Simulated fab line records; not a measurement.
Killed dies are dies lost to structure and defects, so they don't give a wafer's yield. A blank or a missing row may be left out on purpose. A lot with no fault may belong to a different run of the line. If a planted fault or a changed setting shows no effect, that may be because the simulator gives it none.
8D (eight disciplines) problem report, filled in by code	flow n5Finfet	the parts of the form that need people (team, actions taken, sign-off) are left out

## 1. THE PROBLEM
Wafers without a fault read 13, standard deviation 5.2; killed_at_M4_up at N5_PASSIVATION_PROBE_49 reads a mean of 79 on 2 wafers belonging to 2 lots. Measured from the usual mean, that is +13 standard deviations.
The first sign was on wafer L271.3 at day 16 22:11, on prober-02. At this step, 10 wafers from 4 lots have a number in the record. By rule, "out" or "out of limits" means more than 4 standard deviations away from the usual mean. All remaining wafers that have a number are taken as sound.

## 2. WHAT IT IS, WHAT IT ISN'T
question	is	is not
which readings at this step	killed_at_M4_up	killed_at_M0_to_M3, killedAtContacts, killedAtFrontEnd, killedAtOther, killedOpen, killedShort
which lots	L271, L273	L260, L264
which wafers of those lots	L271.3, L273.1	L271.1, L271.2, L273.4, L273.5
read on which tools	prober-01, prober-02	-
when	from day 16 22:11	up to then (6 sound wafers); but 2 sound wafers of L273 came after

## 3. WHAT RULES OUT EACH SUSPECT
Counting: if a tool at a process step up to the reading ran every lot that is out, it stays a suspect. Sound lots after the first of them don't rule it out here, since some wafers of a struck lot are sound.
- aldMetal-02 at N5_BEOL_M9_ALD_74 (deposits TaN, target thk 2 nm, pulse time 2 s, purge time 3 s): kept. It ran every lot that is out, first L271 (day 14 01:08); its last sound lot up to then is L264 (day 12 12:31).
- At N5_BEOL_M9_ALD_74, inside aldMetal-02: chamber 0 took the wafers that are out, while their sound lot-mates went through chambers 2, 3.
Left after counting: aldMetal-02 at N5_BEOL_M9_ALD_74.

## 4. THE CAUSE (what the simulator had put in)
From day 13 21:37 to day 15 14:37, aldMetal-02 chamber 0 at N5_BEOL_M9_ALD_74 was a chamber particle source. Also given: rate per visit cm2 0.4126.
Only this tool survived the counting.

## 5. SEQUENCE OF EFFECTS, ordered by route
One row per reading whose mean, taken over the struck wafers that have a number, lies over 3 standard deviations from the usual. Scope: only readings with a usual standard deviation given in the record; hours: median across lots of the time from each lot's start at the first step in this table that gives one to its start at this step; sigmas: change in usual standard deviations.
hours	step	reading	usual	on struck wafers	change	sigmas
0	N5_PASSIVATION_PROBE_49	defectLimitedYield	91.4 %	86.3	-5.1	-3.2
0	N5_PASSIVATION_PROBE_49	killed_at_M4_up	13	79	+66	+13
0	N5_PASSIVATION_PROBE_49	killedDies	102	162	+60	+3.1
0	N5_PASSIVATION_PROBE_49	killedOnRim	13	28	+15	+3.5
0	N5_PASSIVATION_PROBE_49	sortNPass	1078	1018	-60	-3.1
0	N5_PASSIVATION_PROBE_49	sortYieldPct	91.4 %	86.3	-5.1	-3.2
It contains these process steps:
- N5_PASSIVATION_PROBE_49

## 6. HOW IT WOULD HAVE BEEN CAUGHT EARLIER
In this record the first reading out of limits was taken at day 16 22:11, 73 hours after the fault began at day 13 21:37.
An alarm limit of 4 standard deviations would not have fired on the tool readings at N5_BEOL_M9_ALD_74 for which the record gives a usual standard deviation, since none of them was out on any struck wafer.
Each of the lots that are out, 2 in all, had begun N5_BEOL_M9_ALD_74 on aldMetal-02 no later than day 16 22:11. Tool hold at that time: it would have spared none of them.
